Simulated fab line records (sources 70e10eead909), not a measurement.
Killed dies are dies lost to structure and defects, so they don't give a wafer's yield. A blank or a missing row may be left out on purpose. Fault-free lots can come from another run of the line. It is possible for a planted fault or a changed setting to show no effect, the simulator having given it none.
Problem report, 8D (eight disciplines) form, completed by code -- flow nand_harc -- the parts of the form that need people (team, actions taken, sign-off) are left out

## 1. PROBLEM STATEMENT
heater_power_total_W at NHARC_A_CHANNEL_HOLE_D1_SOFTBAKE_05 reads a mean of 199.02 W on 6 wafers of 2 lots; wafers without a fault read 188.46 W with a standard deviation of 0.15. Relative to the usual mean, that is a shift of +70 standard deviations.
The step: time 55 s.
First observed at day 14 04:00: wafer L425.2, on litho_track-01. Wafers with a number at this step in the record: 42, from 14 lots. Rule for "out", or "out of limits": more than 4 standard deviations from the usual mean. All remaining wafers that have a number are taken as sound.

## 2. WHAT IT IS AND WHAT IT IS NOT
question,is,is not
which readings at this step,"heater_power_total_W, plate_temp_C",-
which lots,"L425, L426","L413, L414, L415, L416, L417, L418, L419, L422, L431, L432, L433, L435"
which wafers of those lots,all that have a number,-
read on which tools,litho_track-01,"litho_track-04, litho_track-06"
when,from day 14 04:00,"up to then (24 sound wafers); but 12 sound wafers of L431, L432, L433, L435 came after"

## 3. THE SUSPECTS, EACH WITH WHAT RULES IT OUT
Counting: a tool at any process step up to the reading remains a suspect when it ran all the lots that are out and ran no sound lot after the first of those.
- litho_track-01 at NHARC_A_CHANNEL_HOLE_D1_SOFTBAKE_05 (time 55 s): ruled out as a lasting fault. After its first lot that is out, L425 (day 14 04:00), sound lots L433 ran on it.
Left after counting: nothing in the record.

## 4. THE CAUSE (what the simulator had put in)
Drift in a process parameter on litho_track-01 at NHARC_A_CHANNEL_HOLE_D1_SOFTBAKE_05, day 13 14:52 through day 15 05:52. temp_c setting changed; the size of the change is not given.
Counting ruled it out, wrongly.

## 5. THE CHAIN OF EFFECTS, in route order
Each row: a reading whose mean over the struck wafers that have a number lies more than 3 standard deviations from the usual. Only readings for which the record gives a usual standard deviation are gone through. hours: the time from each lot's start at the first step in this table that gives one to its start at this step, as a median over the lots. sigmas: the change in usual standard deviations.
hours,step,reading,usual,on struck wafers,change,sigmas
0,NHARC_A_CHANNEL_HOLE_D1_SOFTBAKE_05,heater_power_total_W,188.46 W,199.02,+10.56,+70
0,NHARC_A_CHANNEL_HOLE_D1_SOFTBAKE_05,plate_temp_C,105.01 C,109.42,+4.41,+31
Process steps it contains:
- NHARC_A_CHANNEL_HOLE_D1_SOFTBAKE_05: time 55 s.
Later measuring or inspecting steps at which every struck wafer that the step has a row for has a number for every such reading, and none has moved that far: NHARC_A_CHANNEL_HOLE_D1_OVL_MEAS_11, NHARC_A_CHANNEL_HOLE_D1_INSPECT_12.

## 6. WHAT WOULD HAVE CAUGHT IT SOONER
The fault began at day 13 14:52; the first out-of-limits reading in this record came at day 14 04:00, 13 hours later.
